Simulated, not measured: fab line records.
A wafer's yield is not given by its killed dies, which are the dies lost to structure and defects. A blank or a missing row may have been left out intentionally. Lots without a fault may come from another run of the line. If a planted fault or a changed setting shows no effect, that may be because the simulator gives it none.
fab line records || flow n5-finfet
[record] {"lots": 7, "wafers": 21}
route steps=1938 shown PASSIVATION@1931
start-h: start of the lot's first displayed wafer, in hours after the record's first day || wait-h: hours since the lot's step before || " the same as in the row above || L1.1+2: several wafers, shown together as one row || - no value present, or no start provided || * or withheld: withheld || < > ~ a bound
route shown NAME@n: a module of which the file shows steps, and the number in the route of the first || usual: the fault-free wafers' mean and standard deviation || same: alike in all rows || chamber/n: place in a boat || sites: readings site by site || _std_site: the values' standard deviation || _edge_site: inner sites' mean taken away from outer sites' mean || radius-mm: how far each site lies from the wafer's centre || mask NAME#n: copy n || behind: the tool/chamber that last shaped the wafer || hold: why the lot was held/for how many hours/how that ended || device: the transistor (n, p or np) that didn't switch || end of line: the route-end tests of the same wafers || step lacking rows: just its recipe || killed: dies lost to structure and defects at the first sort, not the wafer's yield || map: a wafer's dies, marking killed ones x, the rest . and places with no die _
set.NAME: the setting as run; set.NAME@STEP: as run at that earlier step || model.NAME: the simulator's own value behind a step, which no gauge read
lots where settings were altered on purpose, with a table for each step and a row for each wafer
[[steps]]
[step N5_PASSIVATION_STRIP_48]
[recipe] {"chemistry": "O2", "power-w": 600, "temp-c": 60, "pressure-mtorr": 30, "rf-frequency-hz": 6e+07, "bias-power-w": 0, "overash-fraction": 0.5, "o2-flow-sccm": 225}
{"lot.wafer": "L076.2+4+5", "tool": "rie-diel-04", "chamber": "1,3,3", "start-h": 281.41, "wait-h": 0.1, "set.power-w": 600}
{"lot.wafer": "L082.1+2+3", "tool": "rie-diel-01", "chamber": "1,3,2", "start-h": 316.14, "wait-h": 0.1, "set.power-w": 532.7}
{"lot.wafer": "L087.2+3+6", "tool": "rie-diel-04", "chamber": "0,1,0", "start-h": 342.81, "wait-h": 0.1, "set.power-w": 600}
{"lot.wafer": "L088.4+5+6", "tool": "rie-diel-01", "chamber": "0,1,0", "start-h": 343.74, "wait-h": 0.1, "set.power-w": 600}
{"lot.wafer": "L086.2+5", "tool": "rie-diel-04", "chamber": "1,0", "start-h": 345.27, "wait-h": 0.1, "set.power-w": 653}
{"lot.wafer": "L086.6", "tool": "rie-diel-04", "chamber": 1, "start-h": 345.27, "wait-h": 0.1, "set.power-w": 600}
{"lot.wafer": "L089.1+5+6", "tool": "rie-diel-01", "chamber": "3,0,1", "start-h": 365.79, "wait-h": 0.1, "set.power-w": 600}
{"lot.wafer": "L091.3+4+5", "tool": "rie-diel-01", "chamber": "0,1,2", "start-h": 369.75, "wait-h": 0.1, "set.power-w": 600}
[step N5_PASSIVATION_STRIP_52]
[recipe] {"chemistry": "post-etch-residue-remover", "time-s": 1200, "temp-c": 72.5}
[step N5_PASSIVATION_CLEAN_71]
[recipe] {"chemistry": "IPA", "time-s": 180, "temp-c": 25}
[step N5_PASSIVATION_SRD_72]
[recipe] {"dry": "ipa-marangoni", "time-s": 30, "temp-c": 23, "rinse-liquid": "diw"}
[step N5_PASSIVATION_ANNEAL_56]
[recipe] {"temp-c": 400, "time-s": 1800, "ambient": "FGA", "idle-temp-c": 300, "ramp-up-c-per-min": 5, "ramp-down-c-per-min": 3}
[step N5_PASSIVATION_PROBE_49]
[usual] {"defect-limited-yield": "91.1/1.4", "killed_at_M0_to_M3": "35/8.7", "killed_at_M4_up": "14/5.3", "killed-at-contacts": "12/6.2", "killed-at-front-end": "41/12", "killed-at-other": "3.4/2.6", "killed-dies": "105/16", "killed-open": "67/13", "killed-short": "36/7.3", "sort_bin_4_leakage": "0/0", "sort_bin_5_function": "5.2/0.96", "sort_bin_6_memory": "3.3/0.6", "sort-n-pass": "1075/16", "sort-yield-pct": "91.1/1.4"}
[same] {"gross-dies": 1180, "killed-at-back-side": 0, "sort_bin_8_speed[%]": 0}
{"lot.wafer": "L076.2", "tool": "prober-01", "chamber": "-", "start-h": 283.98, "wait-h": 0.1, "set.time-s@PASSIVATION_ETCH_54": 440, "defect-limited-yield[%]": 92.5, "killed_at_M0_to_M3": 41, "killed_at_M4_up": 15, "killed-at-contacts": 4, "killed-at-front-end": 24, "killed-at-other": 5, "killed-dies": 89, "killed-open": 56, "killed-short": 31, "sort_bin_4_leakage[%]": 0, "sort_bin_5_function[%]": 4.5, "sort_bin_6_memory[%]": 2.5, "sort-n-pass": 1091, "sort-yield-pct[%]": 92.5}
{"lot.wafer": "L076.4", "tool": "prober-01", "chamber": "-", "start-h": 284.08, "wait-h": 0.2, "set.time-s@PASSIVATION_ETCH_54": 509, "defect-limited-yield[%]": 91.7, "killed_at_M0_to_M3": 24, "killed_at_M4_up": 17, "killed-at-contacts": 11, "killed-at-front-end": 45, "killed-at-other": 1, "killed-dies": 98, "killed-open": 61, "killed-short": 35, "sort_bin_4_leakage[%]": 0, "sort_bin_5_function[%]": 4.4, "sort_bin_6_memory[%]": 3.5, "sort-n-pass": 1082, "sort-yield-pct[%]": 91.7}
{"lot.wafer": "L076.5", "tool": "prober-01", "chamber": "-", "start-h": 284.13, "wait-h": 0.2, "set.time-s@PASSIVATION_ETCH_54": 509, "defect-limited-yield[%]": 92.3, "killed_at_M0_to_M3": 39, "killed_at_M4_up": 15, "killed-at-contacts": 6, "killed-at-front-end": 30, "killed-at-other": 1, "killed-dies": 91, "killed-open": 57, "killed-short": 33, "sort_bin_4_leakage[%]": 0, "sort_bin_5_function[%]": 3.9, "sort_bin_6_memory[%]": 3.6, "sort-n-pass": 1089, "sort-yield-pct[%]": 92.3}
{"lot.wafer": "L082.1", "tool": "prober-01", "chamber": "-", "start-h": 318.63, "wait-h": 0.0, "set.time-s@PASSIVATION_ETCH_54": 440, "defect-limited-yield[%]": 0.8, "killed_at_M0_to_M3": 1099, "killed_at_M4_up": 14, "killed-at-contacts": 10, "killed-at-front-end": 45, "killed-at-other": 3, "killed-dies": 1171, "killed-open": 62, "killed-short": 30, "sort_bin_4_leakage[%]": 0, "sort_bin_5_function[%]": 71.7, "sort_bin_6_memory[%]": 6.4, "sort-n-pass": 9, "sort-yield-pct[%]": 0.8}
{"lot.wafer": "L082.2", "tool": "prober-01", "chamber": "-", "start-h": 318.68, "wait-h": 0.1, "set.time-s@PASSIVATION_ETCH_54": 503.3, "defect-limited-yield[%]": 0.5, "killed_at_M0_to_M3": 1104, "killed_at_M4_up": 15, "killed-at-contacts": 12, "killed-at-front-end": 39, "killed-at-other": 4, "killed-dies": 1174, "killed-open": 60, "killed-short": 30, "sort_bin_4_leakage[%]": 0, "sort_bin_5_function[%]": 73.0, "sort_bin_6_memory[%]": 5.9, "sort-n-pass": 6, "sort-yield-pct[%]": 0.5}
{"lot.wafer": "L082.3", "tool": "prober-01", "chamber": "-", "start-h": 318.73, "wait-h": 0.1, "set.time-s@PASSIVATION_ETCH_54": 503.3, "defect-limited-yield[%]": 0.9, "killed_at_M0_to_M3": 1109, "killed_at_M4_up": 12, "killed-at-contacts": 9, "killed-at-front-end": 36, "killed-at-other": 3, "killed-dies": 1169, "killed-open": 48, "killed-short": 32, "sort_bin_4_leakage[%]": 0, "sort_bin_5_function[%]": 69.6, "sort_bin_6_memory[%]": 6.5, "sort-n-pass": 11, "sort-yield-pct[%]": 0.9}
{"lot.wafer": "L087.2", "tool": "prober-02", "chamber": "-", "start-h": 345.35, "wait-h": 0.1, "set.time-s@PASSIVATION_ETCH_54": 440, "defect-limited-yield[%]": 91.6, "killed_at_M0_to_M3": 35, "killed_at_M4_up": 20, "killed-at-contacts": 13, "killed-at-front-end": 26, "killed-at-other": 5, "killed-dies": 99, "killed-open": 72, "killed-short": 24, "sort_bin_4_leakage[%]": 0, "sort_bin_5_function[%]": 5.2, "sort_bin_6_memory[%]": 3.0, "sort-n-pass": 1081, "sort-yield-pct[%]": 91.6}
{"lot.wafer": "L087.3", "tool": "prober-02", "chamber": "-", "start-h": 345.40, "wait-h": 0.1, "set.time-s@PASSIVATION_ETCH_54": 440, "defect-limited-yield[%]": 89.2, "killed_at_M0_to_M3": 39, "killed_at_M4_up": 21, "killed-at-contacts": 17, "killed-at-front-end": 45, "killed-at-other": 5, "killed-dies": 127, "killed-open": 86, "killed-short": 39, "sort_bin_4_leakage[%]": 0, "sort_bin_5_function[%]": 6.2, "sort_bin_6_memory[%]": 4.2, "sort-n-pass": 1053, "sort-yield-pct[%]": 89.2}
{"lot.wafer": "L087.6", "tool": "prober-02", "chamber": "-", "start-h": 345.55, "wait-h": 0.3, "set.time-s@PASSIVATION_ETCH_54": 440, "defect-limited-yield[%]": 92.6, "killed_at_M0_to_M3": 17, "killed_at_M4_up": 10, "killed-at-contacts": 13, "killed-at-front-end": 42, "killed-at-other": 5, "killed-dies": 87, "killed-open": 54, "killed-short": 32, "sort_bin_4_leakage[%]": 0, "sort_bin_5_function[%]": 4.0, "sort_bin_6_memory[%]": 3.0, "sort-n-pass": 1093, "sort-yield-pct[%]": 92.6}
{"lot.wafer": "L088.4", "tool": "prober-02", "chamber": "-", "start-h": 346.68, "wait-h": 0.4, "set.time-s@PASSIVATION_ETCH_54": 440, "defect-limited-yield[%]": 92.5, "killed_at_M0_to_M3": 22, "killed_at_M4_up": 15, "killed-at-contacts": 8, "killed-at-front-end": 38, "killed-at-other": 5, "killed-dies": 88, "killed-open": 48, "killed-short": 38, "sort_bin_4_leakage[%]": 0, "sort_bin_5_function[%]": 4.2, "sort_bin_6_memory[%]": 3.1, "sort-n-pass": 1092, "sort-yield-pct[%]": 92.5}
{"lot.wafer": "L088.5", "tool": "prober-02", "chamber": "-", "start-h": 346.73, "wait-h": 0.5, "set.time-s@PASSIVATION_ETCH_54": 440, "defect-limited-yield[%]": 90.8, "killed_at_M0_to_M3": 48, "killed_at_M4_up": 17, "killed-at-contacts": 7, "killed-at-front-end": 35, "killed-at-other": 1, "killed-dies": 108, "killed-open": 64, "killed-short": 42, "sort_bin_4_leakage[%]": 90.85, "sort_bin_5_function[%]": 5.3, "sort_bin_6_memory[%]": 3.6, "sort-n-pass": 0, "sort-yield-pct[%]": 0}
{"lot.wafer": "L088.6", "tool": "prober-02", "chamber": "-", "start-h": 346.78, "wait-h": 0.5, "set.time-s@PASSIVATION_ETCH_54": 440, "defect-limited-yield[%]": 93.2, "killed_at_M0_to_M3": 24, "killed_at_M4_up": 15, "killed-at-contacts": 13, "killed-at-front-end": 28, "killed-at-other": 0, "killed-dies": 80, "killed-open": 48, "killed-short": 32, "sort_bin_4_leakage[%]": 93.22, "sort_bin_5_function[%]": 3.6, "sort_bin_6_memory[%]": 2.7, "sort-n-pass": 0, "sort-yield-pct[%]": 0}
{"lot.wafer": "L086.2", "tool": "prober-02", "chamber": "-", "start-h": 347.96, "wait-h": 0.2, "set.time-s@PASSIVATION_ETCH_54": 440, "defect-limited-yield[%]": 70.2, "killed_at_M0_to_M3": 84, "killed_at_M4_up": 12, "killed-at-contacts": 188, "killed-at-front-end": 64, "killed-at-other": 4, "killed-dies": 352, "killed-open": 81, "killed-short": 50, "sort_bin_4_leakage[%]": 0, "sort_bin_5_function[%]": 17.2, "sort_bin_6_memory[%]": 11.0, "sort-n-pass": 828, "sort-yield-pct[%]": 70.2}
{"lot.wafer": "L086.5", "tool": "prober-02", "chamber": "-", "start-h": 348.11, "wait-h": 0.4, "set.time-s@PASSIVATION_ETCH_54": 440, "defect-limited-yield[%]": 74.7, "killed_at_M0_to_M3": 76, "killed_at_M4_up": 11, "killed-at-contacts": 173, "killed-at-front-end": 38, "killed-at-other": 0, "killed-dies": 298, "killed-open": 47, "killed-short": 32, "sort_bin_4_leakage[%]": 0, "sort_bin_5_function[%]": 14.0, "sort_bin_6_memory[%]": 9.8, "sort-n-pass": 882, "sort-yield-pct[%]": 74.7}
{"lot.wafer": "L086.6", "tool": "prober-02", "chamber": "-", "start-h": 348.16, "wait-h": 0.4, "set.time-s@PASSIVATION_ETCH_54": 440, "defect-limited-yield[%]": 76.4, "killed_at_M0_to_M3": 42, "killed_at_M4_up": 17, "killed-at-contacts": 193, "killed-at-front-end": 24, "killed-at-other": 3, "killed-dies": 279, "killed-open": 59, "killed-short": 30, "sort_bin_4_leakage[%]": 0, "sort_bin_5_function[%]": 14.0, "sort_bin_6_memory[%]": 8.3, "sort-n-pass": 901, "sort-yield-pct[%]": 76.4}
{"lot.wafer": "L089.1", "tool": "prober-02", "chamber": "-", "start-h": 368.30, "wait-h": 0.0, "set.time-s@PASSIVATION_ETCH_54": 384.3, "defect-limited-yield[%]": 85.5, "killed_at_M0_to_M3": 33, "killed_at_M4_up": 16, "killed-at-contacts": 16, "killed-at-front-end": 44, "killed-at-other": 62, "killed-dies": 171, "killed-open": 79, "killed-short": 31, "sort_bin_4_leakage[%]": 85.51, "sort_bin_5_function[%]": 10.8, "sort_bin_6_memory[%]": 3.3, "sort-n-pass": 0, "sort-yield-pct[%]": 0}
{"lot.wafer": "L089.5", "tool": "prober-02", "chamber": "-", "start-h": 368.50, "wait-h": 0.2, "set.time-s@PASSIVATION_ETCH_54": 440, "defect-limited-yield[%]": 89.2, "killed_at_M0_to_M3": 48, "killed_at_M4_up": 12, "killed-at-contacts": 22, "killed-at-front-end": 42, "killed-at-other": 4, "killed-dies": 128, "killed-open": 60, "killed-short": 28, "sort_bin_4_leakage[%]": 89.15, "sort_bin_5_function[%]": 7.2, "sort_bin_6_memory[%]": 3.5, "sort-n-pass": 0, "sort-yield-pct[%]": 0}
{"lot.wafer": "L089.6", "tool": "prober-02", "chamber": "-", "start-h": 368.55, "wait-h": 0.3, "set.time-s@PASSIVATION_ETCH_54": 440, "defect-limited-yield[%]": 89.6, "killed_at_M0_to_M3": 44, "killed_at_M4_up": 26, "killed-at-contacts": 12, "killed-at-front-end": 38, "killed-at-other": 3, "killed-dies": 123, "killed-open": 66, "killed-short": 29, "sort_bin_4_leakage[%]": 0, "sort_bin_5_function[%]": 5.8, "sort_bin_6_memory[%]": 4.1, "sort-n-pass": 1057, "sort-yield-pct[%]": 89.6}
{"lot.wafer": "L091.3", "tool": "prober-01", "chamber": "-", "start-h": 372.34, "wait-h": 0.1, "set.time-s@PASSIVATION_ETCH_54": 487.9, "defect-limited-yield[%]": 91.9, "killed_at_M0_to_M3": 31, "killed_at_M4_up": 22, "killed-at-contacts": 15, "killed-at-front-end": 27, "killed-at-other": 1, "killed-dies": 96, "killed-open": 61, "killed-short": 35, "sort_bin_4_leakage[%]": 0, "sort_bin_5_function[%]": 4.7, "sort_bin_6_memory[%]": 3.1, "sort-n-pass": 1084, "sort-yield-pct[%]": 91.9}
{"lot.wafer": "L091.4", "tool": "prober-01", "chamber": "-", "start-h": 372.39, "wait-h": 0.2, "set.time-s@PASSIVATION_ETCH_54": 440, "defect-limited-yield[%]": 93.8, "killed_at_M0_to_M3": 26, "killed_at_M4_up": 22, "killed-at-contacts": 4, "killed-at-front-end": 21, "killed-at-other": 0, "killed-dies": 73, "killed-open": 42, "killed-short": 30, "sort_bin_4_leakage[%]": 0, "sort_bin_5_function[%]": 3.3, "sort_bin_6_memory[%]": 2.7, "sort-n-pass": 1107, "sort-yield-pct[%]": 93.8}
{"lot.wafer": "L091.5", "tool": "prober-01", "chamber": "-", "start-h": 372.44, "wait-h": 0.2, "set.time-s@PASSIVATION_ETCH_54": 440, "defect-limited-yield[%]": 79.6, "killed_at_M0_to_M3": 30, "killed_at_M4_up": 185, "killed-at-contacts": 5, "killed-at-front-end": 16, "killed-at-other": 5, "killed-dies": 241, "killed-open": 39, "killed-short": 29, "sort_bin_4_leakage[%]": 0, "sort_bin_5_function[%]": 17.7, "sort_bin_6_memory[%]": 2.3, "sort-n-pass": 939, "sort-yield-pct[%]": 79.6}
// killed by level:class
L076.2 BEOL_M0_SAQP:geometric-particle:open=14 BEOL_M0_SAQP:geometric-particle:short=14 STI_FIN_REVEAL:geometric-particle:open=5 BEOL_M5:geometric-particle:open=5 DUMMY_GATE:geometric-particle:open=4 BEOL_M1:geometric-particle:open=4 FIN_SAQP:geometric-particle:open=3 STI_FIN_REVEAL:geometric-particle:short=3
L076.4 STI_FIN_REVEAL:geometric-particle:open=14 BEOL_M0_SAQP:geometric-particle:short=9 FIN_SAQP:geometric-particle:open=8 MOL_CONTACT_COAG:geometric-particle:open=8 BEOL_M4:geometric-particle:open=7 GATE_CUT:geometric-particle:short=7 GATE_CUT:geometric-particle:open=5 BEOL_M0:geometric-particle:open=5
L076.5 BEOL_M0_SAQP:geometric-particle:open=17 BEOL_M0_SAQP:geometric-particle:short=11 DUMMY_GATE:geometric-particle:open=6 DUMMY_GATE:geometric-particle:short=6 MOL_CONTACT_COAG:geometric-particle:open=6 FIN_SAQP:geometric-particle:short=5 BEOL_M5:geometric-particle:open=5 FIN_SAQP:geometric-particle:open=3
L082.1 BEOL_M1:area-expose=1076 FIN_SAQP:geometric-particle:short=14 FIN_SAQP:geometric-particle:open=8 DUMMY_GATE:geometric-particle:open=8 BEOL_M0_SAQP:geometric-particle:open=8 MOL_CONTACT_COAG:geometric-particle:open=7 BEOL_M0_SAQP:geometric-particle:short=5 STARTING-WAFER:geometric-particle:open=5
L082.2 BEOL_M1:area-expose=1081 MOL_CONTACT_COAG:geometric-particle:open=10 BEOL_M2:geometric-particle:open=10 FIN_SAQP:geometric-particle:short=6 DUMMY_GATE:geometric-particle:open=6 BEOL_M4:geometric-particle:open=5 FIN_SAQP:geometric-particle:open=4 STI_FIN_REVEAL:geometric-particle:open=4
L082.3 BEOL_M1:area-expose=1083 FIN_SAQP:geometric-particle:short=8 FIN_SAQP:geometric-particle:open=8 MOL_CONTACT_COAG:geometric-particle:open=8 BEOL_M3:geometric-particle:short=6 STI_FIN_REVEAL:geometric-particle:open=5 BEOL_M0_SAQP:geometric-particle:open=5 BEOL_M2:geometric-particle:open=5
L087.2 MOL_CONTACT_COAG:geometric-particle:open=12 BEOL_M4:geometric-particle:open=12 BEOL_M0_SAQP:geometric-particle:short=9 BEOL_M0_SAQP:geometric-particle:open=7 FIN_SAQP:geometric-particle:open=6 BEOL_M2:geometric-particle:open=6 BEOL_M3:geometric-particle:open=6 STARTING-WAFER:geometric-particle:open=5
L087.3 MOL_CONTACT_COAG:geometric-particle:open=13 BEOL_M4:geometric-particle:open=12 FIN_SAQP:geometric-particle:open=11 BEOL_M1:geometric-particle:open=8 BEOL_M2:geometric-particle:open=8 BEOL_M3:geometric-particle:open=7 FIN_SAQP:geometric-particle:short=6 DUMMY_GATE:geometric-particle:open=6
L087.6 MOL_CONTACT_COAG:geometric-particle:open=11 STI_FIN_REVEAL:geometric-particle:open=7 GATE_CUT:geometric-particle:short=6 STARTING-WAFER:geometric-particle:open=6 DUMMY_GATE:geometric-particle:open=5 BEOL_M0_SAQP:geometric-particle:open=5 PAD_METAL:geometric-particle:short=4 ILD0:geometric-particle:open=4
L088.4 FIN_SAQP:geometric-particle:open=10 BEOL_M0_SAQP:geometric-particle:short=8 BEOL_M0_SAQP:geometric-particle:open=8 STI_FIN_REVEAL:geometric-particle:open=6 GATE_CUT:geometric-particle:short=6 MOL_CONTACT_COAG:geometric-particle:open=6 BEOL_M4:geometric-particle:short=6 STARTING-WAFER:geometric-particle:open=5
L088.5 BEOL_M0_SAQP:geometric-particle:open=17 BEOL_M0_SAQP:geometric-particle:short=15 STI_FIN_REVEAL:geometric-particle:open=12 FIN_SAQP:geometric-particle:short=6 MOL_CONTACT_COAG:geometric-particle:open=6 BEOL_M4:geometric-particle:open=6 BEOL_M1:geometric-particle:open=5 BEOL_M4:geometric-particle:short=5
L088.6 BEOL_M0_SAQP:geometric-particle:short=11 MOL_CONTACT_COAG:geometric-particle:open=10 STI_FIN_REVEAL:geometric-particle:open=9 BEOL_M1:geometric-particle:open=7 BEOL_M4:geometric-particle:open=7 GATE_CUT:geometric-particle:short=6 BEOL_M0_SAQP:geometric-particle:open=4 BEOL_M4:geometric-particle:short=4
L086.2 MOL_CONTACT_COAG:area-expose=178 BEOL_M1:area-expose=42 FIN_SAQP:geometric-particle:open=29 BEOL_M0_SAQP:geometric-particle:short=15 FIN_SAQP:geometric-particle:short=13 MOL_CONTACT_COAG:geometric-particle:open=8 BEOL_M3:geometric-particle:open=8 BEOL_M0_SAQP:geometric-particle:open=7
L086.5 MOL_CONTACT_COAG:area-expose=168 BEOL_M1:area-expose=51 FIN_SAQP:geometric-particle:open=8 BEOL_M0_SAQP:geometric-particle:open=7 BEOL_M0_SAQP:geometric-particle:short=7 FIN_SAQP:geometric-particle:short=6 GATE_CUT:geometric-particle:short=6 BEOL_M5:geometric-particle:open=5
L086.6 MOL_CONTACT_COAG:area-expose=186 BEOL_M3:geometric-particle:open=8 GATE_CUT:geometric-particle:short=7 GATE_CUT:geometric-particle:open=7 MOL_CONTACT_COAG:geometric-particle:open=7 BEOL_M0_SAQP:geometric-particle:short=7 BEOL_M2:geometric-particle:open=7 BEOL_M0_SAQP:geometric-particle:open=5
L089.1 PASSIVATION:area-etch=60 MOL_CONTACT_COAG:geometric-particle:open=16 STI_FIN_REVEAL:geometric-particle:open=12 BEOL_M3:geometric-particle:open=11 FIN_SAQP:geometric-particle:short=6 BEOL_M0_SAQP:geometric-particle:short=6 FIN_SAQP:geometric-particle:open=5 BEOL_M4:geometric-particle:open=5
L089.5 BEOL_M1:area-expose=28 FIN_SAQP:geometric-particle:open=15 MOL_CONTACT_COAG:area-expose=12 FIN_SAQP:geometric-particle:short=7 MOL_CONTACT_COAG:geometric-particle:open=7 BEOL_M3:geometric-particle:open=6 STARTING-WAFER:geometric-particle:open=6 STI_FIN_REVEAL:geometric-particle:open=5
L089.6 BEOL_M1:area-expose=21 BEOL_M4:geometric-particle:open=14 STI_FIN_REVEAL:geometric-particle:open=8 MOL_CONTACT_COAG:geometric-particle:open=7 BEOL_M3:geometric-particle:open=6 BEOL_M0:geometric-particle:open=6 DUMMY_GATE:geometric-particle:open=5 FIN_SAQP:geometric-particle:short=4
L091.3 BEOL_M2:geometric-particle:open=11 MOL_CONTACT_COAG:geometric-particle:open=10 FIN_SAQP:geometric-particle:short=6 GATE_CUT:geometric-particle:short=5 MOL_CONTACT_COAG:geometric-particle:short=5 BEOL_M0_SAQP:geometric-particle:short=5 BEOL_M6:geometric-particle:open=5 GATE_CUT:geometric-particle:open=4
L091.4 FIN_SAQP:geometric-particle:short=8 BEOL_M4:geometric-particle:short=7 BEOL_M0_SAQP:geometric-particle:short=5 BEOL_M0:geometric-particle:open=5 BEOL_M1:geometric-particle:open=5 BEOL_M4:geometric-particle:open=5 GATE_CUT:geometric-particle:short=4 MOL_CONTACT_COAG:geometric-particle:open=4
L091.5 BEOL_M9:area-etch=172 BEOL_M0_SAQP:geometric-particle:open=8 BEOL_M0_SAQP:geometric-particle:short=6 BEOL_M2:geometric-particle:open=5 FIN_SAQP:geometric-particle:short=4 BEOL_M4:geometric-particle:open=4 BEOL_M5:geometric-particle:open=4 MIM_TOP:geometric-particle:short=4
[[key]]
[split] {"step": "N5_PASSIVATION_STRIP_48", "setting": "power-w", "stated": 600, "by": "wafer"}
response none clear
split outside-this-file step=N5_PASSIVATION_ETCH_54 setting=time-s
// split outside-this-file: this setting was split too, and the file shows its column; the key of that split is in another file
